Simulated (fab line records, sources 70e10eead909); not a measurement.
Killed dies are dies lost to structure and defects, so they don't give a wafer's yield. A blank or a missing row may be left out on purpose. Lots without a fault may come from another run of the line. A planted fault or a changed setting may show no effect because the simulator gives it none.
Which tool did it? | flow nand_harc | 15 lots, 45 wafers sampled, at 5 steps of a route of 1302

WHAT THE GAUGES READ, wafer by wafer
NHARC_P_M1_THK_MEAS_24: measures by xrf. Usual: thk_nm 157.0 nm, standard deviation 1.4.
lot  | measured     | on            | thk_nm (nm)       | flag
L219 | day 6 21:47  | film_metro-02 | 156.1 159.3 157.8 |
L220 | day 7 12:01  | film_metro-01 | 155.3 159.8 156.0 |
L221 | day 7 16:20  | film_metro-01 | 157.1 158.0 158.7 |
L222 | day 8 21:05  | film_metro-01 | 158.1 156.3 156.3 |
L227 | day 10 10:38 | film_metro-01 | 402.7 396.7 398.6 | OFF
L228 | day 10 18:40 | film_metro-02 | 404.8 411.0 404.0 | OFF
L229 | day 11 01:50 | film_metro-02 | 389.1 394.3 402.1 | OFF
L234 | day 12 18:08 | film_metro-01 | 154.8 157.3 158.4 |
L235 | day 13 06:38 | film_metro-02 | 155.4 157.9 157.5 |
L236 | day 13 22:55 | film_metro-01 | 158.2 156.5 157.2 |
L237 | day 14 02:52 | film_metro-01 | 157.6 159.4 157.1 |
L238 | day 14 12:35 | film_metro-02 | 154.8 157.4 157.6 |
L239 | day 15 13:10 | film_metro-01 | 157.2 157.7 156.4 |
L240 | day 15 17:35 | film_metro-01 | 158.7 158.3 156.6 |
L241 | day 16 00:15 | film_metro-01 | 155.9 158.7 158.0 |

WHICH TOOL RAN EACH LOT (tool, then ch and the chambers of the sampled wafers, then the start)
lot  | NHARC_P_M1_DESCUM_14               | NHARC_P_M1_PVD_21                       | NHARC_P_M1_ANNEAL_31             | NHARC_P_M1_CMP_23
L219 | rie_diel-12 ch 0,3, day 6 19:19    | pvd_sputter-03, day 6 21:10 or earlier  | rtp_anneal-02 ch 0, day 6 21:10  | cmp-04 ch 1,2, day 6 21:28
L220 | rie_diel-09 ch 1,2,3, day 7 09:32  | pvd_sputter-01, day 7 11:24 or earlier  | rtp_anneal-01 ch 0, day 7 11:24  | cmp-03 ch 1,2, day 7 11:42
L221 | rie_diel-09 ch 1,2, day 7 13:55    | pvd_sputter-03, day 7 15:44 or earlier  | rtp_anneal-02 ch 0, day 7 15:44  | cmp-03 ch 2,3, day 7 16:01
L222 | rie_diel-12 ch 0,1, day 8 18:39    | pvd_sputter-03, day 8 20:29 or earlier  | rtp_anneal-01 ch 0, day 8 20:29  | cmp-03 ch 0,1,3, day 8 20:50
L227 | rie_diel-12 ch 0,1, day 10 08:14   | pvd_sputter-02, day 10 09:59 or earlier | rtp_anneal-01 ch 0, day 10 09:59 | cmp-03 ch 0,3, day 10 10:21
L228 | rie_diel-09 ch 0,2,3, day 10 16:15 | pvd_sputter-03, day 10 18:01 or earlier | rtp_anneal-02 ch 0, day 10 18:01 | cmp-04 ch 0,1,3, day 10 18:23
L229 | rie_diel-12 ch 0,2, day 10 23:26   | pvd_sputter-03, day 11 01:11 or earlier | rtp_anneal-02 ch 0, day 11 01:11 | cmp-04 ch 0,1, day 11 01:33
L234 | rie_diel-12 ch 0,3, day 12 15:41   | pvd_sputter-01, day 12 17:29 or earlier | rtp_anneal-01 ch 0, day 12 17:29 | cmp-03 ch 2,3, day 12 17:49
L235 | rie_diel-09 ch 0,1,2, day 13 04:04 | pvd_sputter-02, day 13 06:01 or earlier | rtp_anneal-02 ch 0, day 13 06:01 | cmp-03 ch 0,1, day 13 06:21
L236 | rie_diel-01 ch 0,1,3, day 13 20:30 | pvd_sputter-02, day 13 22:19 or earlier | rtp_anneal-02 ch 0, day 13 22:19 | cmp-01 ch 1,2,3, day 13 22:36
L237 | rie_diel-09 ch 0,1,2, day 14 00:28 | pvd_sputter-03, day 14 02:11 or earlier | rtp_anneal-02 ch 0, day 14 02:11 | cmp-04 ch 0,1,2, day 14 02:36
L238 | rie_diel-12 ch 0,1,3, day 14 10:10 | pvd_sputter-03, day 14 11:59 or earlier | rtp_anneal-02 ch 0, day 14 11:59 | cmp-04 ch 1,2,3, day 14 12:18
L239 | rie_diel-09 ch 0,1,3, day 15 10:40 | pvd_sputter-01, day 15 12:31 or earlier | rtp_anneal-02 ch 0, day 15 12:31 | cmp-01 ch 1,2,3, day 15 12:51
L240 | rie_diel-09 ch 0,2,3, day 15 15:08 | pvd_sputter-01, day 15 16:56 or earlier | rtp_anneal-02 ch 0, day 15 16:56 | cmp-04 ch 0,1,3, day 15 17:17
L241 | rie_diel-09 ch 0,2,3, day 15 21:48 | pvd_sputter-01, day 15 23:38 or earlier | rtp_anneal-01 ch 0, day 15 23:38 | cmp-04 ch 1,2,3, day 15 23:56
- NHARC_P_M1_DESCUM_14: chemistry O2, time 3 s.
- NHARC_P_M1_PVD_21: deposits Cu, target thk 30 nm, time 20.49 s.
- NHARC_P_M1_ANNEAL_31: time 90 s.
- NHARC_P_M1_CMP_23: polishes, t overpolish 20 s, target thk 157.82 nm.

WHAT THE TOOLS THEMSELVES READ (means of the sampled wafers that have a number; where no wafer has one, the mark that the record gives instead)
NHARC_P_M1_DESCUM_14. Usual: drypump_motor_current_A 5.9 A, standard deviation 0.54; oes_product_au 1.001 a.u., standard deviation 0.0087; rf_vpp_V 57.7 V, standard deviation 0.92; showerhead_plenum_p_Torr 1.88 Torr, standard deviation 0.082; throttle_valve_pct 11.312 %, standard deviation 0.0089.
lot  | tool        | drypump_motor_current_A (A) | oes_product_au (a.u.) | rf_vpp_V (V) | showerhead_plenum_p_Torr (Torr) | throttle_valve_pct (%) | flag
L219 | rie_diel-12 | 5.7                         | 0.999                 | 59.0         | 2.01                            | 11.322                 |
L220 | rie_diel-09 | 6.0                         | 1.009                 | 57.3         | 1.84                            | 11.307                 |
L221 | rie_diel-09 | 5.8                         | 1.006                 | 58.5         | 1.81                            | 11.310                 |
L222 | rie_diel-12 | 5.5                         | 0.996                 | 57.4         | 1.92                            | 11.314                 |
L227 | rie_diel-12 | 5.5                         | 0.997                 | 57.5         | 1.92                            | 11.313                 |
L228 | rie_diel-09 | 6.4                         | 1.000                 | 58.2         | 1.85                            | 11.302                 |
L229 | rie_diel-12 | 5.5                         | 1.011                 | 57.8         | 1.95                            | 11.317                 |
L234 | rie_diel-12 | 5.7                         | 1.000                 | 58.3         | 2.01                            | 11.307                 |
L235 | rie_diel-09 | 6.3                         | 1.004                 | 57.6         | 1.82                            | 11.312                 |
L236 | rie_diel-01 | 5.7                         | 1.005                 | 58.7         | 1.84                            | 11.310                 |
L237 | rie_diel-09 | 6.3                         | 1.007                 | 58.1         | 1.82                            | 11.317                 |
L238 | rie_diel-12 | 5.6                         | 0.999                 | 57.2         | 1.93                            | 11.318                 |
L239 | rie_diel-09 | 6.0                         | 1.014                 | 57.6         | 1.84                            | 11.320                 |
L240 | rie_diel-09 | 6.4                         | 1.006                 | 58.0         | 1.85                            | 11.310                 |
L241 | rie_diel-09 | 6.4                         | 1.004                 | 57.0         | 1.85                            | 11.316                 |

NHARC_P_M1_PVD_21. Usual: throttle_valve_pct 30.0 %, standard deviation 0.97.
lot  | tool           | throttle_valve_pct (%) | flag
L219 | pvd_sputter-03 | 29.4                   |
L220 | pvd_sputter-01 | 29.4                   |
L221 | pvd_sputter-03 | 29.4                   |
L222 | pvd_sputter-03 | 29.5                   |
L227 | pvd_sputter-02 | 30.9                   |
L228 | pvd_sputter-03 | 30.2                   |
L229 | pvd_sputter-03 | 29.3                   |
L234 | pvd_sputter-01 | 30.4                   |
L235 | pvd_sputter-02 | 31.8                   |
L236 | pvd_sputter-02 | 30.7                   |
L237 | pvd_sputter-03 | 29.8                   |
L238 | pvd_sputter-03 | 30.1                   |
L239 | pvd_sputter-01 | 29.6                   |
L240 | pvd_sputter-01 | 29.7                   |
L241 | pvd_sputter-01 | 28.9                   |

NHARC_P_M1_ANNEAL_31. Usual: wafer_temp_C_max 225.80, standard deviation 0.25.
lot  | tool          | wafer_temp_C_max | flag
L219 | rtp_anneal-02 | 226.04           |
L220 | rtp_anneal-01 | 226.22           |
L221 | rtp_anneal-02 | 225.57           |
L222 | rtp_anneal-01 | 225.64           |
L227 | rtp_anneal-01 | 225.75           |
L228 | rtp_anneal-02 | 225.97           |
L229 | rtp_anneal-02 | 225.93           |
L234 | rtp_anneal-01 | 225.99           |
L235 | rtp_anneal-02 | 225.82           |
L236 | rtp_anneal-02 | 225.64           |
L237 | rtp_anneal-02 | 226.09           |
L238 | rtp_anneal-02 | 225.49           |
L239 | rtp_anneal-02 | 225.77           |
L240 | rtp_anneal-02 | 225.89           |
L241 | rtp_anneal-01 | 225.80           |

NHARC_P_M1_CMP_23. Usual: edge_zone_pressure_frac 1.000, standard deviation 0.0049; motor_current_A 12.1 A, standard deviation 1.3; slurry_filter_dp_kPa 13.49 kPa, standard deviation 0.13; time_to_endpoint_s 26.8 s, standard deviation 2.5.
lot  | tool   | edge_zone_pressure_frac | motor_current_A (A) | slurry_filter_dp_kPa (kPa) | time_to_endpoint_s (s) | flag
L219 | cmp-04 | 0.991                   | 12.4                | 13.42                      | 27.8                   |
L220 | cmp-03 | 1.002                   | 12.4                | 13.48                      | 26.8                   |
L221 | cmp-03 | 1.003                   | 12.5                | 13.50                      | 24.3                   |
L222 | cmp-03 | 0.997                   | 13.0                | 13.61                      | 27.6                   |
L227 | cmp-03 | -                       | -                   | -                          | -                      | OFF
L228 | cmp-04 | -                       | -                   | -                          | -                      | OFF
L229 | cmp-04 | -                       | -                   | -                          | -                      | OFF
L234 | cmp-03 | 1.003                   | 12.4                | 13.58                      | 28.7                   |
L235 | cmp-03 | 0.999                   | 12.8                | 13.45                      | 25.6                   |
L236 | cmp-01 | 1.004                   | 11.9                | 13.54                      | 25.8                   |
L237 | cmp-04 | 0.997                   | 11.7                | 13.47                      | 31.2                   |
L238 | cmp-04 | 1.001                   | 11.9                | 13.43                      | 26.6                   |
L239 | cmp-01 | 0.999                   | 11.8                | 13.62                      | 29.0                   |
L240 | cmp-04 | 0.999                   | 11.6                | 13.53                      | 27.4                   |
L241 | cmp-04 | 0.999                   | 11.7                | 13.40                      | 27.3                   |

THE ANSWER, worked out from the rows above alone
Rule: a lot is off if the mean of its wafers that have a number lies more than 3 standard deviations from the usual mean. A lot without any number at a reading at which 4 lots or more have one is off too. The other lots that the step has rows for count as sound. The gauges are gone through in route order, then the tools' own readings, and for those a lot's mean is taken as printed above. The first step at which some lot is off is used, and at that step the reading that is off furthest; a lot without a number counts as furthest.
Off: L227, L228, L229, at NHARC_P_M1_THK_MEAS_24 (thk_nm).
A tool fits if, at a process step before that reading, it ran every lot that is off, and no sound lot after the first of them. The gauges at NHARC_P_M1_THK_MEAS_24 aren't tried: what is off there is off at NHARC_P_M1_CMP_23 too, on other tools, and a gauge's error can't cause that. NHARC_P_M1_PVD_21 gives no start for some lots, so the hours and the order of its lots are those of NHARC_P_M1_ANNEAL_31. None of those tried fits.

WHAT THE SIMULATOR HAD PUT IN
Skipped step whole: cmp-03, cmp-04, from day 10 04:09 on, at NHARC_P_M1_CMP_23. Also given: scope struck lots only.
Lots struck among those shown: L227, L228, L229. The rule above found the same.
